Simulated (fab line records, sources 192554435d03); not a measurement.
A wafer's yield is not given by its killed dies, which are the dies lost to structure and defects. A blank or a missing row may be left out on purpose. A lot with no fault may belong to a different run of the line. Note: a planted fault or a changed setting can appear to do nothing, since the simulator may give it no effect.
Which tool did it? | flow n5 finfet | 36 wafers from 12 lots sampled at 4 of the route's 1938 steps

== WHAT THE GAUGES READ, wafer by wafer ==
N5_BEOL_M5_INSPECT_58: inspects for defects (darkfield).
lot  | measured     | on                | raw defect count
L074 | day 9 04:09  | defect inspect-02 | 55 57 76
L077 | day 9 14:11  | defect inspect-02 | 40 58 55
L078 | day 10 12:08 | defect inspect-02 | 156 53 113
L080 | day 10 15:00 | defect inspect-01 | 34 41 48
L083 | day 10 21:12 | defect inspect-02 | 96 91 89
L085 | day 11 08:11 | defect inspect-01 | 102 53 49
L087 | day 12 01:43 | defect inspect-02 | 69 87 51
L089 | day 12 12:05 | defect inspect-01 | 86 93 103
L091 | day 12 20:50 | defect inspect-01 | 101 74 53
L095 | day 13 19:11 | defect inspect-01 | 70 60 76
L094 | day 14 05:35 | defect inspect-01 | 47 41 33
L097 | day 14 12:52 | defect inspect-02 | 46 76 75

== WHICH TOOL RAN EACH LOT (tool, then ch and the chambers of the sampled wafers, then the start) ==
lot  | N5_BEOL_M5_ETCH_68                 | N5_BEOL_M5_PRE_CLEAN_45      | N5_BEOL_M5_ANNEAL_51
L074 | rie diel-03 ch 2,3, day 8 19:13    | pvd sputter-02, day 8 21:52  | rtp anneal-02 ch 0, day 9 03:05
L077 | rie diel-06 ch 0,1,2, day 9 05:46  | pvd sputter-01, day 9 07:59  | rtp anneal-01 ch 0, day 9 13:16
L078 | rie diel-03 ch 0,2, day 10 05:13   | pvd sputter-03, day 10 06:07 | rtp anneal-02 ch 0, day 10 11:16
L080 | rie diel-03 ch 0,1, day 10 05:37   | pvd sputter-02, day 10 06:38 | rtp anneal-02 ch 0, day 10 14:09
L083 | rie diel-03 ch 0,1,2, day 10 12:59 | pvd sputter-01, day 10 13:57 | rtp anneal-02 ch 0, day 10 20:14
L085 | rie diel-05 ch 0,1,3, day 10 23:20 | pvd sputter-03, day 11 02:05 | rtp anneal-01 ch 0, day 11 07:17
L087 | rie diel-05 ch 0,1,3, day 11 17:12 | pvd sputter-02, day 11 18:35 | rtp anneal-02 ch 0, day 12 00:46
L089 | rie diel-05 ch 1,2,3, day 12 03:00 | pvd sputter-02, day 12 04:27 | rtp anneal-02 ch 0, day 12 11:08
L091 | rie diel-05 ch 0,1,2, day 12 13:25 | pvd sputter-01, day 12 14:35 | rtp anneal-01 ch 0, day 12 19:56
L095 | rie diel-05 ch 0,1,3, day 13 11:50 | pvd sputter-03, day 13 13:04 | rtp anneal-02 ch 0, day 13 18:21
L094 | rie diel-05 ch 3, day 13 21:37     | pvd sputter-03, day 13 23:35 | rtp anneal-01 ch 0, day 14 04:43
L097 | rie diel-03 ch 1,2,3, day 14 03:04 | pvd sputter-02, day 14 06:48 | rtp anneal-02 ch 0, day 14 12:05
- N5_BEOL_M5_ETCH_68: etches SOC in N2/H2, target depth 80 nm, overetch 16 nm, time 120 s.
- N5_BEOL_M5_PRE_CLEAN_45: time 30 s.
- N5_BEOL_M5_ANNEAL_51: time 90 s.

== THE ANSWER, worked out from the rows above alone ==
Rule: usual is defined by the lots themselves. The widest of any qualifying gaps counts: lots, ordered by their means at a reading, are off when they make up no more than a third of the lots, leave a main group of 4 or more, and stand apart from it by 3 or more times the standard deviation of that group's means. The tables above print the reading to a certain number of digits; a main group whose means all agree to those digits is not used. A lot without any number at a reading at which 4 lots or more have one is off too. All remaining lots with rows at the step are treated as sound.
Across all readings shown, no lot is off: no conclusion can be drawn from this.

== WHAT HAD BEEN PUT IN BY THE SIMULATOR ==
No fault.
